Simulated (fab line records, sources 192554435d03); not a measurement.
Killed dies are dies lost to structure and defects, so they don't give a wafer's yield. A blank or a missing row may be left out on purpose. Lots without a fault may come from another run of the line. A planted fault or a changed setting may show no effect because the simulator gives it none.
Chamber matching | flow n5_finfet | N5_GATE_CUT_DESCUM_18 on rie_diel-02: 4 sister chambers
The step chemistry O2, time 7 s. 24 wafers are shown with their chamber, then 12 later ones without.

WAFERS WITH THEIR CHAMBER
wafer  | chamber | drypump_motor_current_A (A) | showerhead_plenum_p_Torr (Torr) | throttle_valve_pct (%)
L074.1 | 0       | 5.7                         | 2.13                            | 20.05
L074.4 | 2       | 6.1                         | 2.14                            | 20.44
L074.6 | 2       | 6.1                         | 2.14                            | 20.44
L075.1 | 1       | 6.4                         | 2.25                            | 20.34
L075.4 | 2       | 6.1                         | 2.14                            | 20.46
L075.5 | 1       | 6.4                         | 2.25                            | 20.33
L076.1 | 1       | 6.4                         | 2.25                            | 20.34
L076.2 | 3       | 4.8                         | 2.03                            | 20.05
L076.3 | 2       | 6.1                         | 2.14                            | 20.45
L076.4 | 3       | 4.7                         | 2.03                            | 20.05
L076.5 | 1       | 6.4                         | 2.25                            | 20.33
L076.6 | 2       | 6.1                         | 2.14                            | 20.45
L078.1 | 1       | 6.4                         | 2.24                            | 20.34
L078.4 | 3       | 4.7                         | 2.03                            | 20.03
L078.6 | 1       | 6.4                         | 2.24                            | 20.35
L079.4 | 1       | 6.4                         | 2.24                            | 20.34
L079.5 | 1       | 6.4                         | 2.24                            | 20.34
L079.6 | 2       | 6.1                         | 2.14                            | 20.46
L081.1 | 2       | 6.1                         | 2.14                            | 20.46
L081.4 | 0       | 5.7                         | 2.13                            | 20.06
L081.5 | 2       | 6.1                         | 2.14                            | 20.45
L086.1 | 1       | 6.4                         | 2.24                            | 20.37
L086.4 | 2       | 6.1                         | 2.13                            | 20.47
L086.5 | 3       | 4.7                         | 2.03                            | 20.05

SIGNATURES (means of the wafers above)
reading                  | chamber 0 | chamber 1 | chamber 2 | chamber 3 | scatter within a chamber
drypump_motor_current_A  | 5.700     | 6.400     | 6.100     | 4.725     | 0.0194
showerhead_plenum_p_Torr | 2.1300    | 2.2444    | 2.1389    | 2.0300    | 0.00394
throttle_valve_pct       | 20.0550   | 20.3422   | 20.4533   | 20.0450   | 0.0107
Rule: a wafer's distance from a chamber is the root of the sum, over the readings, of the square of ((its reading less the chamber's mean) divided by the reading's scatter). The wafer belongs to the nearest chamber; if the next one is less than 2 further off, it can't be placed. The scatter: the root of (the sum of the squares of (reading less its chamber's mean) over the shown wafers, divided by (wafers less chambers)).

WAFERS WITHOUT THEIR CHAMBER
wafer  | drypump_motor_current_A (A) | showerhead_plenum_p_Torr (Torr) | throttle_valve_pct (%)
L085.3 | 5.8                         | 2.12                            | 20.06
L085.4 | 6.1                         | 2.13                            | 20.47
L085.5 | 5.8                         | 2.12                            | 20.08
L087.4 | 5.8                         | 2.12                            | 20.07
L087.5 | 4.7                         | 2.03                            | 20.06
L087.6 | 5.8                         | 2.12                            | 20.06
L094.2 | 6.1                         | 2.13                            | 20.50
L094.4 | 6.1                         | 2.13                            | 20.50
L094.5 | 6.4                         | 2.23                            | 20.39
L097.1 | 5.8                         | 2.12                            | 20.10
L097.2 | 4.7                         | 2.02                            | 20.08
L097.5 | 6.1                         | 2.12                            | 20.52

WHICH CHAMBER EACH WENT THROUGH
wafer  | from the rows above | in truth
L085.3 | 0                   | 0
L085.4 | 2                   | 2
L085.5 | 0                   | 0
L087.4 | 0                   | 0
L087.5 | 3                   | 3
L087.6 | 0                   | 0
L094.2 | 2                   | 2
L094.4 | 2                   | 2
L094.5 | 1                   | 1
L097.1 | 0                   | 0
L097.2 | 3                   | 3
L097.5 | 2                   | 2
Placed correctly: 12 of 12. Can't be placed from these rows: 0. Placed wrongly: 0.
